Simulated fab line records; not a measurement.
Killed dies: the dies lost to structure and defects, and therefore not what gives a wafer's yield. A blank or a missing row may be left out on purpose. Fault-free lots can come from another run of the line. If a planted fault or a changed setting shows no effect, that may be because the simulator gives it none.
fab line records	flow n5_finfet
[record] lots = 6	wafers = 18	last_day = 19
route steps=1938 shown BEOL_M8@1374
lots untouched by any fault: they come from a run of this same line in which no faults occurred
start_h: start of the lot's first displayed wafer, in hours after the record's first day	wait_h: time in hours since the lot's previous step	" same as the row above	L1.1+2: a single row standing in for several wafers	- no value, or no start given	* or withheld: withheld	< > ~ a bound
route shown NAME@n: a module of which the file shows steps, and the number in the route of the first	usual: mean/standard deviation of fault-free wafers	same: alike in all rows	chamber/n: place in a boat	sites: the reading at each site	_std_site: the standard deviation of these	_edge_site: outer sites' mean less inner sites'	radius_mm: for every site, how far away it sits from the centre of the wafer	mask NAME#n: copy n	behind: the tool/chamber that last shaped the wafer	hold: why the lot went on hold/how many hours it stayed there/how the hold came to an end	device: which transistor (n, p or np) failed to switch	end of line: the tests these same wafers got at the end of their route	a step without rows: its recipe alone	killed: dies that structure and defects cost at the first sort, which is not the same as the wafer's yield	map: a wafer's dies, x killed, . not, _ none there
set.NAME: the setting that was run; set.NAME@STEP: the one run at that earlier step	model.NAME: the simulator's own value behind a step, which no gauge read
lots at some steps of the route; a table a step, a row a wafer
services: the hour from which a tool's chamber was out of use, counted from the record's first day as start_h (under 0 if before that day), plus the number of hours and why
[[steps]]
[step N5_BEOL_M8_VIA_ETCH_34]
[recipe] chemistry = C4F6/O2	target = SiCOH_lowk	target_depth_a = 1255	mask_material = SOC	taper_deg = 4	time_s = 50.5	ion_energy_ev = 250	pressure_mtorr = 30	source_w = 345	bias_w = 185	Ar_flow_sccm = 300	C4F6_flow_sccm = 10	O2_flow_sccm = 10
[usual] drypump_motor_current_A = 5.8/0.4	oes_ar_750_au = 0.76/0.056	oes_product_au = 0.76/0.058	rf_vpp_V = 667/7.8	showerhead_plenum_p_Torr = 2.87/0.066	throttle_valve_pct = 20.95/0.16
lot.wafer	tool	chamber	start_h	wait_h	drypump_motor_current_A	oes_ar_750_au	oes_product_au	rf_hours_counter_h	rf_vpp_V	showerhead_plenum_p_Torr	throttle_valve_pct
L150.2	rie_diel-01	1	273.95	0.0	5.8	0.81	0.80	110	665	2.87	20.90
L150.4	"	3	"	"	5.6	0.76	0.75	161	668	2.86	21.14
L150.6	"	2	"	"	6.3	0.82	0.82	-	663	2.77	21.07
L153.2	rie_diel-06	1	285.12	0.0	5.7	0.81	0.80	97	678	2.87	20.95
L153.4	"	2	"	"	5.1	0.71	0.71	205	673	2.94	20.82
L153.5	"	2	"	"	5.1	0.72	0.71	-	673	2.94	20.82
L155.2	rie_diel-06	2	301.97	0.0	5.1	0.71	0.70	211	673	2.94	20.81
L155.3	"	0	"	"	5.9	0.71	0.70	221	651	2.80	21.08
L155.5	"	2	"	"	5.1	0.71	0.70	-	672	2.94	20.81
L162.2	rie_diel-06	0	360.39	0.0	5.9	0.70	0.70	244	651	2.79	21.13
L162.3	"	2	"	"	5.1	0.70	0.70	233	673	2.93	20.85
L162.6	"	2	"	"	5.1	0.70	0.69	-	672	2.93	20.85
L168.4	rie_diel-04	3	389.03	0.0	6.5	0.71	0.71	246	676	2.92	20.75
L168.5	"	1	"	"	5.3	0.74	0.72	-	654	2.82	20.65
L168.6	"	0	"	"	6.4	0.83	0.82	-	662	2.99	20.88
L167.3	rie_diel-04	2	395.56	0.0	5.5	0.91	0.91	19	670	2.89	21.07
L167.5	"	3	"	"	6.5	0.70	0.70	-	677	2.92	20.76
L167.6	"	1	"	"	5.3	0.74	0.73	-	655	2.82	20.64
[step N5_BEOL_M8_STRIP_76]
[recipe] chemistry = C4F6/O2	resist = SiARC	rf_frequency_hz = 6e+07
[step N5_BEOL_M8_STRIP_36]
[recipe] chemistry = N2/H2	power_w = 450	temp_c = 40	pressure_mtorr = 20	rf_frequency_hz = 6e+07	overash_fraction = 0.3	bias_power_w = 7	h2_frac = 0.5	n2_flow_sccm = 200	h2_flow_sccm = 200
[usual] bias_power_w = 7.000/0.021	drypump_motor_current_A = 5.8/0.4	oes_product_au = 0.76/0.059	rf_vpp_V = 59.2/1.5	showerhead_plenum_p_Torr = 2.56/0.066	throttle_valve_pct = 23.70/0.24
lot.wafer	tool	chamber	start_h	wait_h	bias_power_w	drypump_motor_current_A	oes_product_au	rf_hours_counter_h	rf_vpp_V	showerhead_plenum_p_Torr	throttle_valve_pct
L150.2	rie_diel-01	1	274.00	0.0	7.002	5.7	0.80	110	59.5	2.56	23.64
L150.4	"	3	"	"	6.988	5.6	0.74	161	58.9	2.53	23.80
L150.6	"	2	"	"	6.969	6.2	0.82	-	57.9	2.46	23.76
L153.2	rie_diel-06	1	285.18	0.0	6.981	5.7	0.80	97	61.1	2.56	23.73
L153.4	"	2	"	"	7.008	5.1	0.71	205	62.1	2.63	23.74
L153.5	"	2	"	"	6.970	5.1	0.70	-	59.0	2.63	23.73
L155.2	rie_diel-06	2	302.02	0.0	7.002	5.0	0.71	211	58.1	2.62	23.70
L155.3	"	0	"	"	7.005	6.0	0.71	221	60.6	2.50	24.04
L155.5	"	2	"	"	6.999	5.1	0.71	-	58.7	2.62	23.70
L162.2	rie_diel-06	0	360.44	0.0	7.005	6.0	0.70	244	60.3	2.49	24.02
L162.3	"	2	"	"	6.992	5.1	0.69	233	60.5	2.61	23.74
L162.6	"	2	"	"	7.016	5.1	0.70	-	57.5	2.61	23.75
L168.4	rie_diel-04	3	389.08	0.0	7.009	6.5	0.71	246	59.8	2.60	23.32
L168.5	"	1	"	"	7.030	5.3	0.75	-	59.4	2.52	23.20
L168.6	"	0	"	"	7.037	6.4	0.83	-	60.3	2.68	23.53
L167.3	rie_diel-04	2	395.61	0.0	6.991	5.4	0.91	19	56.7	2.59	24.02
L167.5	"	3	"	"	6.983	6.5	0.70	-	58.8	2.60	23.30
L167.6	"	1	"	"	7.015	5.3	0.74	-	58.5	2.52	23.19
[step N5_BEOL_M8_TRENCH_ETCH_37]
[recipe] chemistry = C4F6/O2	target_depth_a = 934.78	target = SiCOH_lowk	time_s = 31.2	ion_energy_ev = 250	pressure_mtorr = 30	source_w = 345	bias_w = 185	Ar_flow_sccm = 300	C4F6_flow_sccm = 10	O2_flow_sccm = 10
[usual] drypump_motor_current_A = 5.8/0.4	oes_ar_750_au = 0.76/0.056	oes_product_au = 0.76/0.059	rf_vpp_V = 667/7.8	showerhead_plenum_p_Torr = 2.87/0.066	throttle_valve_pct = 20.98/0.16
lot.wafer	tool	chamber	start_h	wait_h	drypump_motor_current_A	oes_ar_750_au	oes_product_au	rf_hours_counter_h	rf_vpp_V	showerhead_plenum_p_Torr	throttle_valve_pct
L150.2	rie_diel-01	1	-	-	5.8	0.80	0.79	110	666	2.87	20.94
L150.4	"	3	"	"	5.6	0.75	0.74	161	668	2.86	21.16
L150.6	"	2	"	"	6.2	0.82	0.82	-	661	2.77	21.11
L153.2	rie_diel-06	1	-	-	5.7	0.81	0.80	97	679	2.87	20.99
L153.4	"	2	"	"	5.1	0.71	0.72	205	673	2.94	20.84
L153.5	"	2	"	"	5.1	0.71	0.71	-	674	2.94	20.82
L155.2	rie_diel-06	2	-	-	5.1	0.71	0.71	211	672	2.94	20.85
L155.3	"	0	"	"	6.0	0.72	0.71	221	652	2.80	21.13
L155.5	"	2	"	"	5.1	0.71	0.71	-	673	2.94	20.84
L162.2	rie_diel-06	0	-	-	5.9	0.71	0.69	244	652	2.79	21.17
L162.3	"	2	"	"	5.1	0.70	0.70	233	673	2.93	20.87
L162.6	"	2	"	"	5.0	0.70	0.69	-	672	2.93	20.88
L168.4	rie_diel-04	3	-	-	6.5	0.71	0.70	246	676	2.92	20.79
L168.5	"	1	"	"	5.3	0.74	0.73	-	655	2.82	20.67
L168.6	"	0	"	"	6.4	0.82	0.83	-	662	2.99	20.89
L167.3	rie_diel-04	2	-	-	5.4	0.91	0.91	19	672	2.89	21.10
L167.5	"	3	"	"	6.5	0.71	0.70	-	676	2.92	20.78
L167.6	"	1	"	"	5.3	0.74	0.74	-	655	2.82	20.66
[step N5_BEOL_M8_ETCH_41]
[recipe] chemistry = CH3F/O2	target = SiCN	target_depth_a = 319	taper_deg = 2	time_s = 57.8	ion_energy_ev = 120	mask_material = TiN	pressure_mtorr = 30	source_w = 395	bias_w = 75	Ar_flow_sccm = 150	CH3F_flow_sccm = 30	O2_flow_sccm = 20
[usual] CH3F_flow_sccm = 29.99/0.091	drypump_motor_current_A = 5.8/0.4	oes_product_au = 0.76/0.059	rf_vpp_V = 297.8/1.3	showerhead_plenum_p_Torr = 2.02/0.049	throttle_valve_pct = 16.39/0.15
lot.wafer	tool	chamber	start_h	wait_h	CH3F_flow_sccm	drypump_motor_current_A	oes_product_au	rf_hours_counter_h	rf_vpp_V	showerhead_plenum_p_Torr	throttle_valve_pct
L150.2	rie_diel-01	1	-	-	30.00	5.8	0.80	110	298.0	2.02	16.33
L150.4	"	3	"	"	29.93	5.6	0.75	161	297.5	2.01	16.53
L150.6	"	2	"	"	30.06	6.2	0.82	-	295.7	1.94	16.46
L153.2	rie_diel-06	1	-	-	29.89	5.8	0.81	97	299.0	2.01	16.38
L153.4	"	2	"	"	30.03	5.1	0.71	205	300.4	2.07	16.26
L153.5	"	2	"	"	30.12	5.1	0.72	-	299.5	2.07	16.26
L155.2	rie_diel-06	2	-	-	30.03	5.1	0.71	211	298.3	2.07	16.27
L155.3	"	0	"	"	29.90	5.9	0.71	221	296.8	1.97	16.56
L155.5	"	2	"	"	29.85	5.1	0.71	-	298.9	2.07	16.28
L162.2	rie_diel-06	0	-	-	30.16	5.9	0.70	244	297.4	1.96	16.61
L162.3	"	2	"	"	30.03	5.1	0.69	233	298.5	2.06	16.33
L162.6	"	2	"	"	30.12	5.1	0.69	-	297.2	2.06	16.34
L168.4	rie_diel-04	3	-	-	29.96	6.5	0.70	246	299.1	2.05	16.27
L168.5	"	1	"	"	29.81	5.3	0.72	-	295.1	1.98	16.15
L168.6	"	0	"	"	29.91	6.4	0.81	-	299.3	2.10	16.29
L167.3	rie_diel-04	2	-	-	29.93	5.4	0.92	19	298.7	2.04	16.44
L167.5	"	3	"	"	29.89	6.5	0.70	-	297.8	2.05	16.27
L167.6	"	1	"	"	30.05	5.3	0.73	-	296.6	1.98	16.13
[step N5_BEOL_M8_STRIP_80]
[recipe] chemistry = N2/H2	time_s = 10	power_w = 450	temp_c = 40	pressure_mtorr = 20	rf_frequency_hz = 6e+07	bias_power_w = 7	n2_flow_sccm = 200	h2_flow_sccm = 200
[step N5_BEOL_M8_OCD_MEAS_38]
[usual] trench_depth_nm = 93.0/0.99
lot.wafer	tool	chamber	start_h	wait_h	trench_depth_nm
L150.2	ocd-02	-	274.20	-	94.1
L150.4	"	-	"	"	92.0
L150.6	"	-	"	"	94.2
L153.2	ocd-02	-	285.38	-	92.3
L153.4	"	-	"	"	93.8
L153.5	"	-	"	"	92.5
L155.2	ocd-01	-	302.22	-	94.1
L155.3	"	-	"	"	91.8
L155.5	"	-	"	"	94.1
L162.2	ocd-02	-	360.64	-	91.5
L162.3	"	-	"	"	94.2
L162.6	"	-	"	"	92.9
L168.4	ocd-02	-	389.28	-	92.6
L168.5	"	-	"	"	92.0
L168.6	"	-	"	"	93.9
L167.3	ocd-02	-	395.81	-	93.7
L167.5	"	-	"	"	92.3
L167.6	"	-	"	"	92.7
[step N5_BEOL_M8_HM_STRIP_39]
[recipe] chemistry = peroxide_tin_strip	material = TiN	target_depth_a = 250	temp_c = 50	time_s = 158
[step N5_BEOL_M8_SRD_40]
[recipe] time_s = 30	temp_c = 23	rinse_liquid = diw	dry = ipa_marangoni
[step N5_BEOL_M8_PRECLEAN_42]
[recipe] chemistry = residue_remover	time_s = 60	temp_c = 40
[step N5_BEOL_M8_SRD_43]
[recipe] time_s = 30	temp_c = 23	rinse_liquid = diw	dry = ipa_marangoni
[step N5_BEOL_M8_CD_MEAS_35]
[recipe] target_cd_nm = 40	polarity = opening
[usual] cd_nm = 40.0/0.48
lot.wafer	tool	chamber	start_h	wait_h	cd_nm
L150.2	cd_sem-02	-	274.35	0.0	40.2
L150.4	"	-	"	"	39.5
L150.6	"	-	"	"	40.4
L153.2	cd_sem-02	-	285.54	0.0	40.2
L153.4	"	-	"	"	40.0
L153.5	"	-	"	"	39.9
L155.2	cd_sem-03	-	302.38	0.0	40.6
L155.3	"	-	"	"	40.1
L155.5	"	-	"	"	40.3
L162.2	cd_sem-01	-	360.79	0.0	40.0
L162.3	"	-	"	"	40.2
L162.6	"	-	"	"	39.0
L168.4	cd_sem-01	-	389.44	0.0	40.3
L168.5	"	-	"	"	39.7
L168.6	"	-	"	"	38.6
L167.3	cd_sem-03	-	395.97	0.0	38.8
L167.5	"	-	"	"	39.4
L167.6	"	-	"	"	40.0
[step N5_BEOL_M8_CURE_75]
[recipe] temp_c = 370	time_s = 120	ambient = DMADMS/He	material = SiCOH_lowk
[usual] lamp_power_pct = 52.31/0.061	run_length_s = 178.5/1.6	wafer_temp_C_max = 371.4/0.49
lot.wafer	tool	chamber	start_h	wait_h	lamp_power_pct	run_length_s	wafer_temp_C_max
L150.2	uv_cure-02	1	274.44	0.1	52.28	177.9	372.2
L150.4	"	1	"	"	52.47	178.4	372.2
L150.6	"	1	"	"	52.40	177.7	371.6
L153.2	uv_cure-02	0	285.86	0.3	52.33	178.3	371.5
L153.4	"	0	"	"	52.29	177.7	372.3
L153.5	"	0	"	"	50.94	148.7	371.8
L155.2	uv_cure-02	2	302.47	0.1	52.34	178.3	372.7
L155.3	"	2	"	"	52.20	178.3	371.9
L155.5	"	2	"	"	50.86	149.1	371.4
L162.2	uv_cure-03	0	360.89	0.1	52.24	178.3	371.3
L162.3	"	0	"	"	52.41	177.4	371.1
L162.6	"	0	"	"	52.28	177.5	371.3
L168.4	uv_cure-03	2	389.63	0.2	52.40	177.5	371.6
L168.5	"	2	"	"	52.25	177.2	371.6
L168.6	"	2	"	"	52.29	177.4	371.8
L167.3	uv_cure-03	1	396.20	0.2	52.33	182.4	371.6
L167.5	"	1	"	"	52.32	182.2	372.3
L167.6	"	1	"	"	52.32	182.6	371.8
[step N5_BEOL_M8_DEGAS_44]
[recipe] ambient = vacuum	temp_c = 250	time_s = 60
[usual] heater_power_w = 352/34
lot.wafer	tool	chamber	start_h	wait_h	heater_power_w
L150.2	pvd_sputter-01	-	275.44	1.0	409
L150.4	"	-	"	"	336
L150.6	"	-	"	"	342
L153.2	pvd_sputter-01	-	286.63	0.7	411
L153.4	"	-	"	"	352
L153.5	"	-	"	"	344
L155.2	pvd_sputter-03	-	302.98	0.5	309
L155.3	"	-	"	"	290
L155.5	"	-	"	"	286
L162.2	pvd_sputter-02	-	361.21	0.3	324
L162.3	"	-	"	"	376
L162.6	"	-	"	"	362
L168.4	pvd_sputter-01	-	389.80	0.1	411
L168.5	"	-	"	"	354
L168.6	"	-	"	"	404
L167.3	pvd_sputter-02	-	396.68	0.4	380
L167.5	"	-	"	"	346
L167.6	"	-	"	"	314
[[services]]
tool	chamber	start_h	hours	kind
rie_diel-06	3	258.10	3.1	repair
rie_diel-04	3	260.32	20.8	repair
uv_cure-03	-	280.04	12.5	repair
rie_diel-06	1	301.28	8.3	repair
rie_diel-06	-	310.71	2.8	pm
rie_diel-01	0	311.39	14.6	repair
rie_diel-04	2	317.65	-	clean
rie_diel-04	2	317.65	-	consumable_replace:focus_ring
rie_diel-04	2	317.65	19.5	scheduled_down
rie_diel-01	1	323.83	2.3	repair
rie_diel-04	0	328.48	9.2	repair
rie_diel-01	1	337.50	9.0	repair
uv_cure-02	-	348.48	2.1	pm
uv_cure-03	-	350.66	1.1	repair
uv_cure-02	-	354.24	0.6	repair
rie_diel-01	3	376.33	6.9	repair
rie_diel-06	0	377.94	8.3	repair
uv_cure-02	-	379.58	5.1	repair
rie_diel-06	0	386.49	-	clean
rie_diel-06	0	386.49	-	consumable_replace:esc
rie_diel-06	0	386.49	-	consumable_replace:focus_ring
rie_diel-06	0	386.49	24.7	scheduled_down
rie_diel-06	0	386.49	24.7	vent_cycle
uv_cure-02	-	391.20	3.4	pm
[[key]]
[first_sign] step = N5_BEOL_M8_CURE_75	reading = lamp_power_pct	direction = down	sigmas = 23	usual = *	struck = *
[effect] step = N5_BEOL_M8_CURE_75	reading = run_length_s	direction = down	sigmas = 18	usual = *	struck = *
met_at N5_BEOL_M8_CURE_75
struck_wafers L153.5,L155.5
onset_between 274.44 285.86
[fault] kind = process_parameter_drift	tool = uv_cure-02	chamber = -	onset_h = 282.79	steps = N5_BEOL_M8_CURE_75	channel = time_s	offset = *	shape = step	end_h = 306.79	scope = struck_wafers_only	acts_in = *	stated = *
